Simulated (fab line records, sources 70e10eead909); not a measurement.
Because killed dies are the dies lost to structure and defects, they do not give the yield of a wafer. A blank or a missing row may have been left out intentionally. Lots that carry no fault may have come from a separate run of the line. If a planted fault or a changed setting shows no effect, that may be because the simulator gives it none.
Chamber matching -- flow nand harc -- cmp-04 running NHARC_P_CONTACT_CMP_01: 4 sister chambers
The step polishes SiO2, target thk 200 nm. 20 wafers are shown with their chamber, then 10 later ones without.

WAFERS PAIRED WITH THEIR CHAMBERS
wafer,chamber,motor current A (A)
L078.1,3,11.5
L078.4,1,11.8
L078.5,1,11.8
L080.1,3,12.0
L080.2,2,12.4
L080.6,3,12.0
L081.1,2,13.8
L081.3,1,12.2
L081.4,0,10.9
L083.3,0,10.4
L083.4,3,11.9
L083.5,3,11.7
L085.1,0,11.3
L085.4,2,13.3
L085.6,1,11.7
L090.1,2,13.5
L090.5,1,11.2
L090.6,2,13.5
L091.1,3,11.4
L091.3,2,12.9

SIGNATURES (averages over the wafers above)
reading,chamber 0,chamber 1,chamber 2,chamber 3,scatter within a chamber
motor current A,10.867,11.740,13.233,11.750,0.397
Rule: distance of a wafer from a chamber = root of the sum over the readings of ((wafer's reading minus chamber's mean) / reading's scatter) squared. If the next closest chamber is less than 2 further off than the closest, the wafer can't be placed; otherwise it belongs to the closest. The scatter is the square root of a quotient: the sum, over the shown wafers, of each reading's squared deviation from its chamber's mean, divided by wafers minus chambers.

WAFERS WHOSE CHAMBER IS MISSING
wafer,motor current A (A)
L091.4,10.9
L092.1,11.7
L092.2,13.1
L092.4,12.2
L093.2,12.9
L093.3,10.7
L093.4,11.9
L094.3,13.4
L094.5,12.9
L094.6,11.7

THE CHAMBER EACH PASSED THROUGH
wafer,from the rows above,in truth
L091.4,0,0
L092.1,can't be placed: 1 or 3 or 0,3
L092.2,2,2
L092.4,can't be placed: 3 or 1 or 2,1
L093.2,2,2
L093.3,0,0
L093.4,can't be placed: 3 or 1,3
L094.3,2,2
L094.5,2,2
L094.6,can't be placed: 1 or 3 or 0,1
6 of 10 placed correctly. Cannot be placed on the basis of these rows: 4; the candidates contain the true chamber in 4. Placed wrongly: 0.
